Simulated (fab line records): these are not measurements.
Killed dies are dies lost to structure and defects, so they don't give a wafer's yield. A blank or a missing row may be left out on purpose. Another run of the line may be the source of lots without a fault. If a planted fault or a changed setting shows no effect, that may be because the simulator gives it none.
Matching of chambers | flow nand-harc | rie-diel-01 running NHARC_A_M1_DESCUM_14: 4 sister chambers
The step chemistry O2, time 3 s. 14 wafers are shown with their chamber, then 7 later ones without.

## WAFERS, EACH WITH ITS CHAMBER
wafer  | chamber | drypump-motor-current-A (A) | oes-product-au (a.u.) | rf-vpp-V (V)
L076.2 | 2       | 5.2                         | 0.990                 | 58.3
L076.5 | 1       | 6.2                         | 1.008                 | 56.9
L076.6 | 0       | 5.8                         | 1.031                 | 57.3
L074.1 | 0       | 5.8                         | 1.019                 | 58.3
L074.4 | 1       | 6.2                         | 1.006                 | 56.6
L074.6 | 3       | 5.3                         | 0.998                 | 59.8
L086.1 | 0       | 5.9                         | 1.020                 | 58.6
L086.3 | 1       | 6.2                         | 1.024                 | 57.0
L086.4 | 2       | 5.3                         | 1.017                 | 57.4
L090.1 | 0       | 5.8                         | 1.020                 | 57.3
L090.2 | 3       | 5.3                         | 0.985                 | 57.4
L090.3 | 2       | 5.3                         | 1.022                 | 57.7
L090.4 | 1       | 6.2                         | 1.001                 | 56.9
L090.5 | 3       | 5.2                         | 0.990                 | 58.9

SIGNATURES (means of the wafers above)
reading                 | chamber 0 | chamber 1 | chamber 2 | chamber 3 | scatter within a chamber
drypump-motor-current-A | 5.825     | 6.200     | 5.267     | 5.267     | 0.0456
oes-product-au          | 1.02250   | 1.00975   | 1.00967   | 0.99100   | 0.0104
rf-vpp-V                | 57.875    | 56.850    | 57.800    | 58.700    | 0.694
Rule: for a wafer and a chamber, the distance is found by dividing, reading by reading, the gap between the wafer's reading and the chamber's mean by the reading's scatter, squaring, summing and taking the root. The wafer belongs to the nearest chamber; if the next one is less than 2 further off, it can't be placed. How the scatter is found: for the shown wafers, subtract from each reading the mean of its chamber, square and add these, divide the total by (wafers less chambers), then take the root.

## WAFERS WITHOUT THEIR CHAMBER
wafer  | drypump-motor-current-A (A) | oes-product-au (a.u.) | rf-vpp-V (V)
L090.6 | 5.8                         | 1.024                 | 59.5
L091.1 | 5.3                         | 1.009                 | 57.0
L091.2 | 6.2                         | 1.002                 | 58.8
L091.3 | 5.9                         | 1.025                 | 57.2
L092.4 | 5.3                         | 1.006                 | 55.8
L092.5 | 6.2                         | 1.015                 | 59.1
L092.6 | 5.3                         | 1.012                 | 57.0

## THE CHAMBER EACH PASSED THROUGH
wafer  | from the rows above     | in truth
L090.6 | 0                       | 0
L091.1 | can't be placed: 2 or 3 | 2
L091.2 | 1                       | 1
L091.3 | 0                       | 0
L092.4 | can't be placed: 2 or 3 | 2
L092.5 | 1                       | 1
L092.6 | can't be placed: 2 or 3 | 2
Correct placement for 4 of the 7. These rows do not allow placing 3 (true chamber among the candidates in 3). Wrongly placed: 0.
